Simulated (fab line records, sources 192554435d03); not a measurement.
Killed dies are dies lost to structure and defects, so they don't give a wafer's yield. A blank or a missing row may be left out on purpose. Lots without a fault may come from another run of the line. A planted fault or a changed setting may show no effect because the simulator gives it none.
Which tool did it? | flow n5_finfet | 8 lots, 24 wafers sampled, at 7 steps of a route of 1938

WHAT THE GAUGES READ, wafer by wafer
N5_FIN_SAQP_INSPECT_40: inspects for defects (brightfield). Usual: raw_defect_count 247, standard deviation 66.
lot  | measured    | on                | raw_defect_count | flag
L337 | day 2 04:37 | defect_inspect-01 | 292 335 425      |
L339 | day 2 15:34 | defect_inspect-02 | 213 145 249      |
L348 | day 4 20:43 | defect_inspect-01 | 198 188 257      |
L350 | day 5 08:02 | defect_inspect-01 | 288 281 1108     | OFF
L356 | day 6 20:28 | defect_inspect-02 | 187 224 230      |
L357 | day 7 03:28 | defect_inspect-02 | 187 128 174      |
L358 | day 7 09:23 | defect_inspect-02 | 234 221 186      |
L359 | day 7 14:57 | defect_inspect-01 | 297 137 210      |

N5_FIN_CUT_INSPECT_10: inspects for defects (brightfield). Usual: raw_defect_count 44, standard deviation 13.
lot  | measured    | on                | raw_defect_count | flag
L337 | day 2 05:08 | defect_inspect-01 | 61 79 74         |
L339 | day 2 16:05 | defect_inspect-01 | 33 38 47         |
L348 | day 4 21:06 | defect_inspect-01 | 51 36 47         |
L350 | day 5 08:26 | defect_inspect-01 | 41 55 892        | OFF
L356 | day 6 20:59 | defect_inspect-01 | 42 45 43         |
L357 | day 7 03:59 | defect_inspect-02 | 36 23 40         |
L358 | day 7 09:47 | defect_inspect-01 | 44 46 38         |
L359 | day 7 15:20 | defect_inspect-01 | 47 21 40         |

N5_BEOL_M4_RC_MEAS_101. Usual: DIBL_N 36.1 mV/V, standard deviation 1.6; DIBL_P 35.7 mV/V, standard deviation 1.8; IOFF_N 0.159 nA/um, standard deviation 0.027; IOFF_P 0.21 nA/um, standard deviation 0.03; ION_N 673 uA/um, standard deviation 10; ION_P 462 uA/um, standard deviation 7.4; SS_N 71.4 mV/dec, standard deviation 0.56; SS_P 73.2 mV/dec, standard deviation 0.61; VT_N 249.7 mV, standard deviation 3; VT_P -250 mV, standard deviation 3.1.
lot  | measured     | on        | DIBL_N (mV/V)  | DIBL_P (mV/V)  | IOFF_N (nA/um)    | IOFF_P (nA/um) | ION_N (uA/um) | ION_P (uA/um) | SS_N (mV/dec)  | SS_P (mV/dec)  | VT_N (mV)         | VT_P (mV)      | flag
L337 | day 7 22:14  | prober-01 | 33.2 34.0 32.9 | 33.2 35.0 32.9 | 0.118 0.134 0.122 | 0.19 0.22 0.19 | 664 661 661   | 460 466 459   | 70.7 71.5 71.3 | 72.6 73.1 72.2 | 253.6 251.4 250.9 | -248 -249 -250 |
L339 | day 13 19:43 | prober-02 | 35.2 34.6 35.8 | 36.1 35.4 36.3 | 0.172 0.143 0.170 | 0.23 0.23 0.24 | 691 664 680   | 479 471 468   | 71.9 71.3 71.6 | 73.7 73.3 74.1 | 247.3 251.2 250.4 | -247 -246 -246 |
L348 | day 10 17:29 | prober-02 | 35.6 35.1 37.0 | 36.0 35.4 37.4 | 0.159 0.149 0.190 | 0.20 0.19 0.23 | 684 673 678   | 463 459 464   | 71.0 71.8 71.6 | 73.1 72.8 73.9 | 247.0 249.9 246.2 | -251 -251 -249 |
L350 | day 11 04:47 | prober-02 | 36.8 35.7 36.5 | 38.0 36.2 37.4 | 0.164 0.139 0.158 | 0.26 0.22 0.25 | 664 675 678   | 462 471 469   | 71.3 71.6 70.7 | 73.9 72.9 74.2 | 248.3 252.3 249.6 | -246 -250 -245 |
L356 | day 12 18:56 | prober-02 | 37.5 34.7 36.6 | 34.8 31.6 34.2 | 0.156 0.118 0.154 | 0.19 0.15 0.19 | 660 643 677   | 450 447 460   | 71.6 71.4 70.9 | 73.1 72.4 73.1 | 251.8 254.1 250.6 | -251 -255 -256 |
L357 | day 13 17:08 | prober-01 | 34.9 35.7 36.4 | 34.5 36.9 37.7 | 0.122 0.148 0.163 | 0.17 0.21 0.21 | 666 683 683   | 455 467 465   | 71.1 70.8 71.6 | 73.3 73.6 73.8 | 253.6 250.6 250.1 | -252 -250 -251 |
L358 | day 13 21:15 | prober-01 | 37.1 35.3 36.2 | 36.8 34.9 36.0 | 0.195 0.147 0.178 | 0.23 0.19 0.22 | 678 672 677   | 461 457 463   | 71.9 71.5 72.2 | 72.9 72.3 72.4 | 247.2 251.9 249.4 | -250 -253 -250 |
L359 | day 15 05:43 | prober-01 | 35.2 34.7 36.7 | 34.8 33.7 36.9 | 0.156 0.139 0.201 | 0.22 0.20 0.26 | 662 670 694   | 460 468 482   | 71.1 70.9 71.0 | 73.1 72.1 73.1 | 247.2 251.6 243.3 | -244 -245 -242 |

WHICH TOOL RAN EACH LOT (tool, then ch and the chambers of the sampled wafers, then the start)
lot  | N5_FIN_SAQP_RECESS_75             | N5_FIN_SAQP_MANDREL1_REMOVE_56  | N5_FIN_SAQP_ETCH_69               | N5_FIN_SAQP_ETCH_64
L337 | vapor_etch-01 ch 0,1, day 1 22:41 | rie_si-05 ch 0,2,3, day 2 00:25 | rie_diel-01 ch 2,3, day 2 01:19   | rie_si-05 ch 0,1,2, day 2 04:21
L339 | vapor_etch-01 ch 1, day 2 12:01   | rie_si-02 ch 1,2,3, day 2 13:13 | rie_diel-06 ch 0,3, day 2 14:07   | rie_si-03 ch 1,2, day 2 15:18
L348 | vapor_etch-02 ch 0,1, day 4 17:02 | rie_si-03 ch 0,1,3, day 4 18:20 | rie_diel-03 ch 1,2, day 4 19:17   | rie_si-03 ch 0,2,3, day 4 20:26
L350 | vapor_etch-02 ch 0,1, day 5 04:21 | rie_si-05 ch 0,2, day 5 05:32   | rie_diel-06 ch 1,2, day 5 06:26   | rie_si-03 ch 0,2,3, day 5 07:46
L356 | vapor_etch-01 ch 0,1, day 6 16:41 | rie_si-05 ch 1,3, day 6 18:02   | rie_diel-06 ch 0,1,2, day 6 19:02 | rie_si-02 ch 0,1,2, day 6 20:11
L357 | vapor_etch-02 ch 0,1, day 6 23:13 | rie_si-05 ch 0,3, day 7 00:17   | rie_diel-06 ch 0,1,3, day 7 01:12 | rie_si-02 ch 0,2,3, day 7 03:12
L358 | vapor_etch-01 ch 1, day 7 05:41   | rie_si-05 ch 0,2,3, day 7 07:08 | rie_diel-01 ch 1,2,3, day 7 07:58 | rie_si-05 ch 0,1, day 7 09:06
L359 | vapor_etch-02 ch 0,1, day 7 10:51 | rie_si-05 ch 0,1,2, day 7 12:02 | rie_diel-06 ch 0,1,3, day 7 12:56 | rie_si-05 ch 0,2,3, day 7 14:41
- N5_FIN_SAQP_RECESS_75: chemistry HF/NH3, target SiO2, target depth 14.4 nm, afs cycles 3, sublimation time 60 s.
- N5_FIN_SAQP_MANDREL1_REMOVE_56: chemistry HBr/Cl2/O2, target a-Si, stops on SiNx, bt time 10 s.
- N5_FIN_SAQP_ETCH_69: etches SOC in N2/H2, stops on SiNx, target depth 150 nm.
- N5_FIN_SAQP_ETCH_64: etches SiO2 in CF4, target depth 1.5 nm.

WHAT THE TOOLS THEMSELVES READ (means of the sampled wafers that have a number; where no wafer has one, the mark that the record gives instead)
N5_FIN_SAQP_RECESS_75. Usual: drypump_motor_current_A 5.5 A, standard deviation 0.53; temp_c 30.00 C, standard deviation 0.12.
lot  | tool          | drypump_motor_current_A (A) | temp_c (C) | flag
L337 | vapor_etch-01 | 6.2                         | 29.93      |
L339 | vapor_etch-01 | 5.7                         | 30.00      |
L348 | vapor_etch-02 | 5.1                         | 30.01      |
L350 | vapor_etch-02 | 5.1                         | 30.01      |
L356 | vapor_etch-01 | 6.0                         | 29.89      |
L357 | vapor_etch-02 | 5.1                         | 30.01      |
L358 | vapor_etch-01 | 5.7                         | 29.98      |
L359 | vapor_etch-02 | 5.1                         | 29.99      |

N5_FIN_SAQP_MANDREL1_REMOVE_56. Usual: chamber_pressure_mTorr 9.998 mTorr, standard deviation 0.0096; drypump_motor_current_A 5.5 A, standard deviation 0.45; he_backside_leak_sccm 2.7 sccm, standard deviation 0.33; oes_product_au 1.006 a.u., standard deviation 0.016; throttle_valve_pct 36.88 %, standard deviation 0.3.
lot  | tool      | chamber_pressure_mTorr (mTorr) | drypump_motor_current_A (A) | he_backside_leak_sccm (sccm) | oes_product_au (a.u.) | throttle_valve_pct (%) | flag
L337 | rie_si-05 | 10.002                         | 5.6                         | 2.6                          | 1.011                 | 36.83                  |
L339 | rie_si-02 | 9.993                          | 5.6                         | 2.6                          | 1.007                 | 36.87                  |
L348 | rie_si-03 | 9.997                          | 5.5                         | 3.0                          | 0.999                 | 36.97                  |
L350 | rie_si-05 | 9.997                          | 5.8                         | 2.8                          | 1.000                 | 36.94                  |
L356 | rie_si-05 | 9.996                          | 5.0                         | 2.5                          | 1.006                 | 36.79                  |
L357 | rie_si-05 | 9.999                          | 5.5                         | 2.5                          | 1.003                 | 36.70                  |
L358 | rie_si-05 | 9.999                          | 5.6                         | 2.6                          | 1.013                 | 36.82                  |
L359 | rie_si-05 | 10.004                         | 5.5                         | 2.6                          | 0.999                 | 36.98                  |

N5_FIN_SAQP_ETCH_69. Usual: chamber_pressure_mTorr 29.995 mTorr, standard deviation 0.029; drypump_motor_current_A 5.58 A, standard deviation 0.28; oes_product_au 0.79 a.u., standard deviation 0.078; rf_vpp_V 241.4 V, standard deviation 1.1; showerhead_plenum_p_Torr 2.60 Torr, standard deviation 0.076; throttle_valve_pct 17.9 %, standard deviation 0.34.
lot  | tool        | chamber_pressure_mTorr (mTorr) | drypump_motor_current_A (A) | oes_product_au (a.u.) | rf_vpp_V (V) | showerhead_plenum_p_Torr (Torr) | throttle_valve_pct (%) | flag
L337 | rie_diel-01 | 29.988                         | 5.63                        | 0.70                  | 241.1        | 2.60                            | 18.2                   |
L339 | rie_diel-06 | 30.003                         | 5.66                        | 0.85                  | 241.3        | 2.54                            | 17.7                   |
L348 | rie_diel-03 | 29.972                         | 6.12                        | 0.75                  | 241.4        | 2.53                            | 17.6                   |
L350 | rie_diel-06 | 29.978                         | 5.61                        | 0.76                  | 241.3        | 2.60                            | 18.0                   |
L356 | rie_diel-06 | 30.009                         | 5.68                        | 0.79                  | 240.3        | 2.55                            | 17.8                   |
L357 | rie_diel-06 | 29.965                         | 5.57                        | 0.76                  | 241.5        | 2.58                            | 18.0                   |
L358 | rie_diel-01 | 30.013                         | 5.55                        | 0.77                  | 241.0        | 2.59                            | 17.9                   |
L359 | rie_diel-06 | 29.983                         | 5.58                        | 0.75                  | 240.6        | 2.57                            | 18.0                   |

N5_FIN_SAQP_ETCH_64. Usual: chamber_pressure_mTorr 10.001 mTorr, standard deviation 0.0097; drypump_motor_current_A 5.5 A, standard deviation 0.44; he_backside_leak_sccm 2.7 sccm, standard deviation 0.32; oes_product_au 1.009 a.u., standard deviation 0.018; throttle_valve_pct 21.92 %, standard deviation 0.14.
lot  | tool      | chamber_pressure_mTorr (mTorr) | drypump_motor_current_A (A) | he_backside_leak_sccm (sccm) | oes_product_au (a.u.) | throttle_valve_pct (%) | flag
L337 | rie_si-05 | 10.001                         | 5.5                         | 2.7                          | 0.999                 | 21.99                  |
L339 | rie_si-03 | 10.006                         | 5.6                         | 2.7                          | 1.004                 | 21.87                  |
L348 | rie_si-03 | 10.002                         | 5.7                         | 3.0                          | 0.992                 | 21.93                  |
L350 | rie_si-03 | 10.003                         | 5.7                         | 2.9                          | 0.992                 | 21.94                  |
L356 | rie_si-02 | 10.002                         | 5.4                         | 2.5                          | 1.021                 | 21.87                  |
L357 | rie_si-02 | 10.006                         | 5.3                         | 2.6                          | 1.033                 | 21.87                  |
L358 | rie_si-05 | 9.994                          | 5.5                         | 2.4                          | 1.013                 | 21.90                  |
L359 | rie_si-05 | 10.004                         | 5.6                         | 2.7                          | 1.013                 | 21.90                  |

THE ANSWER, worked out from the rows above alone
Rule: a lot is off if the mean of its wafers that have a number lies more than 3 standard deviations from the usual mean. A lot without any number at a reading at which 4 lots or more have one is off too. The other lots that the step has rows for count as sound. The gauges are gone through in route order, then the tools' own readings, and for those a lot's mean is taken as printed above. The first step at which some lot is off is used, and at that step the reading that is off furthest; a lot without a number counts as furthest.
Off: L350, at N5_FIN_SAQP_INSPECT_40 (raw_defect_count).
A tool fits if, at a process step before that reading, it ran every lot that is off, and no sound lot after the first of them. The gauges at N5_FIN_SAQP_INSPECT_40 are tried like those tools. One fits: rie_si-03 at N5_FIN_SAQP_ETCH_64. Its last sound lot is L348 (day 4 20:26), its first lot that is off L350 (day 5 07:46): a fault that began between those two fits.

WHAT THE SIMULATOR HAD PUT IN
Chamber particle source: rie_si-03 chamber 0, from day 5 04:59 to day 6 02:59, at N5_FIN_SAQP_ETCH_64. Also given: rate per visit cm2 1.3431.
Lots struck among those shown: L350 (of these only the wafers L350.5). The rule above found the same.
